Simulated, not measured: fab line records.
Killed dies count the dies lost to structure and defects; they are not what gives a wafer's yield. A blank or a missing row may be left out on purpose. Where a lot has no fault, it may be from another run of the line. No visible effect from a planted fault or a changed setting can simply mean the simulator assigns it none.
Struck lot and sound lot, side by side / flow nand harc / 14 out of 1159 route steps
Sound: the wafers L821.1, L821.2, L821.4. Struck: wafers L807.1, L807.3, L807.6. The cause is given at the end.
Order at every step that has rows: each side's tool, ch and its chambers, its first start. Under that, the readings that differ: sound wafers / struck wafers / difference of the means / sigmas: that difference in standard deviations of wafers without a fault.
alike: same words and numbers on both sides, and readings whose means sit less than 2 such deviations apart. not compared: any withheld reading, any reading some wafer has no value for, any bound like >300 that may hide the same value, and any number with overlapping values for which the record gives no deviation.
Wherever a step has rows on one side only, a row that says differs or no value, or a row with sigmas, the two part there. Numbers that don't overlap but have no deviation are shown without sigmas and don't part them. A reading that every wafer of one side lacks parts them only if that side has two wafers or more.

NHARC_P_M1_PRE_CLEAN_30: time 30 s.
  sound on pvd sputter-03; struck on pvd sputter-01
  alike: heater power w
NHARC_P_M1_PVD_20: deposits TaN, target thk 5 nm, time 8.06 s.
  sound on pvd sputter-03; struck on pvd sputter-01
  alike: bias v, throttle valve pct
NHARC_P_M1_PVD_21: deposits Cu, target thk 30 nm, time 20.49 s.
  sound on pvd sputter-03; struck on pvd sputter-01
  alike: throttle valve pct
then, 1 step without rows for these wafers: NHARC_P_M1_ECD_22 (material Cu, target thk 400 nm).
NHARC_P_M1_ANNEAL_31: time 90 s.
  sound on rtp anneal-02 ch 0, day 10 01:13; struck on rtp anneal-02 ch 0, day 6 14:11
  alike: wafer_temp_C_max
NHARC_P_M1_CMP_23: polishes, t overpolish 20 s, target thk 157.82 nm.
  sound on cmp-04 ch 0,2,3, day 10 01:34; struck on cmp-04 ch 0,2, day 6 14:33
  alike: motor current A, time to endpoint s
  not compared: pad life wafers
NHARC_P_M1_THK_MEAS_24: measures by xrf.
  sound on film metro-01, day 10 01:53; struck on film metro-01, day 6 14:50
  alike: thk nm
then, 1 step without rows for these wafers: NHARC_P_M1_SRD_25.
NHARC_P_M1_INSPECT_27:
  sound on defect inspect-01, day 10 02:02; struck on defect inspect-02, day 6 15:00
  alike: raw defect count
then, 2 steps without rows for these wafers: NHARC_P_M1_PRE_CLEAN_32 (time 12 s); NHARC_P_M1_DEP_33 (deposits SiCN, target thk 30 nm).
NHARC_P_M2_DEP_00: deposits SiOC, target thk 182.5 nm.
  sound on pecvd-01 ch 0,1, day 10 02:35; struck on pecvd-01 ch 0,2, day 6 16:21
then, 1 step without rows for these wafers: NHARC_P_M2_DEHYDRATE_01 (time 120 s).
-- jump in the record: it breaks off in module P_M2 and resumes in module END (first step shown: number 1159 of the route), and 13 days separate the struck wafers' starts before and after --
NHARC_END_SORT_01:
  at this point the record logs the struck wafers (prober-01 ch 0, day 19 19:07) and has no rows for the sound ones

WHERE THEY PART
Within this record, at NHARC_END_SORT_01 only.

WHY: what the simulator had put in
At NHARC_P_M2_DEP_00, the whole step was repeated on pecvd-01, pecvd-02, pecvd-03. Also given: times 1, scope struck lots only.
